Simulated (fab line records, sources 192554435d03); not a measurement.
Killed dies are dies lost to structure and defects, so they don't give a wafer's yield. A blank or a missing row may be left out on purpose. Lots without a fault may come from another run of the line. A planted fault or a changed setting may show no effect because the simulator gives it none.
Chamber matching | flow n5_finfet | N5_BEOL_M0_ETCH_109 on rie_diel-04: 4 sister chambers
The step etches SiCN in CH3F/O2, target depth 8 nm, overetch 2.4 nm, time 27.4 s. 4 wafers are shown with their chamber, then 9 later ones without.

WAFERS WITH THEIR CHAMBER
wafer  | chamber | throttle_valve_pct (%)
L772.1 | 2       | 16.58
L775.1 | 1       | 16.02
L777.5 | 0       | 16.29
L777.6 | 3       | 16.49

WAFERS WITHOUT THEIR CHAMBER
wafer  | throttle_valve_pct (%)
L786.1 | 16.32
L786.3 | 16.08
L786.5 | 16.06
L787.1 | 16.08
L787.2 | 16.54
L787.5 | 16.54
L788.2 | 16.09
L788.3 | 16.55
L788.5 | 16.32

WHICH CHAMBER EACH WENT THROUGH
wafer  | from the rows above     | in truth
L786.1 | 0                       | 0
L786.3 | 1                       | 1
L786.5 | 1                       | 1
L787.1 | 1                       | 1
L787.2 | can't be placed: 2 or 3 | 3
L787.5 | can't be placed: 2 or 3 | 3
L788.2 | 1                       | 1
L788.3 | can't be placed: 2 or 3 | 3
L788.5 | 0                       | 0
Placed correctly: 6 of 9. Can't be placed from these rows: 3 (the true chamber is among the candidates in 3). Placed wrongly: 0.
How it was worked out, from the rows above alone: a wafer's distance from a chamber is the root of the sum, over the readings, of the square of ((its reading less the chamber's mean) divided by the reading's scatter). The wafer belongs to the nearest chamber; if the next one is less than 2 further off, it can't be placed. A chamber's mean is the mean of its shown wafers. The scatter: with one shown wafer a chamber, the root of the mean of the squares of how far each hidden wafer lies from its nearest shown one.
